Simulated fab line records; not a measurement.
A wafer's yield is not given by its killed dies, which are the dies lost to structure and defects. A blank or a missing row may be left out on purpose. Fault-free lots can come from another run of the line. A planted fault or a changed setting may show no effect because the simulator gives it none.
Split-lot trial ; flow n5_finfet ; route with 1938 steps; 7 lots, 39 wafers read

== THE SPLIT ==
At N5_DUMMY_GATE_ETCH_32 (etches SiO2 in CF4, target depth 3.5 nm, time 3.9 s), the setting time_s was moved away from the recipe's 3.9 s on 18 of the 39 wafers read, by -21.7% to +17.1%. This setting was run at the recipe's value on the other wafers.

Reading taken at the split's own step.

== THE READING ==
etch.depth_nm (the simulator's own value, which no gauge read), in nm, at N5_DUMMY_GATE_ETCH_32 (etches SiO2 in CF4, target depth 3.5 nm, time 3.9 s). No usual value for it is given in the file. Average 3.551 nm, standard deviation 0.11 nm, over the 21 wafers here run with the recipe.

wafer;tool, chamber at the split;time_s as run, s;against the recipe;etch.depth_nm, nm;against lot-mates on the recipe
L074.1;rie_si-05, 3;3.052;-21.7%;2.696;-0.805
L074.2;rie_si-05, 2;3.9;recipe;3.62;-
L074.3;rie_si-05, 1;3.9;recipe;3.46;-
L074.4;rie_si-05, 0;3.052;-21.7%;2.797;-0.704
L074.5;rie_si-05, 0;3.052;-21.7%;2.796;-0.705
L074.6;rie_si-05, 3;3.9;recipe;3.423;-
L079.1;rie_si-05, 1;3.9;recipe;3.483;-
L079.2;rie_si-05, 3;3.287;-15.7%;2.939;-0.656
L079.3;rie_si-05, 0;3.9;recipe;3.604;-
L079.4;rie_si-05, 2;3.9;recipe;3.697;-
L079.5;rie_si-05, 0;3.287;-15.7%;3.018;-0.577
L079.6;rie_si-05, 1;3.287;-15.7%;2.932;-0.663
L080.1;rie_si-04, 0;3.567;-8.5%;3.3;-0.177
L080.2;rie_si-04, 1;3.9;recipe;3.3;-
L080.3;rie_si-04, 2;3.9;recipe;3.629;-
L080.4;rie_si-04, 3;3.567;-8.5%;3.233;-0.244
L080.5;rie_si-04, 3;3.9;recipe;3.503;-
L080.6;rie_si-04, 2;3.567;-8.5%;3.319;-0.158
L093.1;rie_si-04, 3;3.9;recipe;3.534;-
L093.2;rie_si-04, 1;3.104;-20.4%;2.64;-0.877
L093.3;rie_si-04, 0;3.104;-20.4%;2.871;-0.646
L093.4;rie_si-04, 2;3.9;recipe;3.666;-
L093.5;rie_si-04, 1;3.9;recipe;3.351;-
L093.6;rie_si-04, 2;3.104;-20.4%;2.919;-0.598
L094.1;rie_si-06, 0;3.471;-11.0%;3.106;-0.476
L094.2;rie_si-06, 3;3.9;recipe;3.638;-
L094.3;rie_si-06, 2;3.471;-11.0%;3.086;-0.496
L094.4;rie_si-06, 1;3.471;-11.0%;3.169;-0.413
L094.5;rie_si-06, 2;3.9;recipe;3.468;-
L094.6;rie_si-06, 3;3.9;recipe;3.641;-
L095.3;rie_si-06, 0;3.9;recipe;3.562;-
L095.5;rie_si-06, 2;3.9;recipe;3.492;-
L095.6;rie_si-06, 3;3.9;recipe;3.683;-
L097.1;rie_si-04, 0;3.9;recipe;3.571;-
L097.2;rie_si-04, 2;3.9;recipe;3.643;-
L097.3;rie_si-04, 3;4.568;+17.1%;4.113;+0.510
L097.4;rie_si-04, 1;4.568;+17.1%;3.855;+0.252
L097.5;rie_si-04, 0;3.9;recipe;3.596;-
L097.6;rie_si-04, 3;4.568;+17.1%;4.105;+0.502

THE FIT
A straight line over all 39 wafers: etch.depth_nm changes by +0.034 nm for each +1% of time_s; r = +0.96; the points scatter about the line by 0.1 nm.
The same after taking each lot's own level away (the mean of its wafers on the recipe; 39 wafers): +0.0325 nm for each +1%; r = +0.95; scatter 0.11 nm.
On that fit, the largest move of time_s shifts the reading by 0.71 nm.
The lots' own levels span 3.4773 to 3.6033 nm, that is 1.2 times the standard deviation above.
So the lot-to-lot level changes the slope little: the two slopes agree.
Check: with one of the wafers moved furthest among these (-21.7%) left out of the fit, the line predicts -0.725 nm for it against its lot-mates. It came out at -0.805 nm against them.

== OTHER SPLITS APPLIED TO THESE WAFERS ==
Note: prior to the reading, these wafers also went through further splits. Each is held against what the fit with the lots' levels taken away leaves over:
other split on the same wafers;wafers away from the commonest value;r with etch.depth_nm (lot level and that fit taken away)
N5_FIN_SAQP_HM_DEP_72 time_s;12;+0.25
N5_DUMMY_GATE_ETCH_37 source_w;18;-0.30

== FILE'S OWN FIT ==
etch.depth_nm changes by +0.0335 nm for each +1% of time_s, r = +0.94.
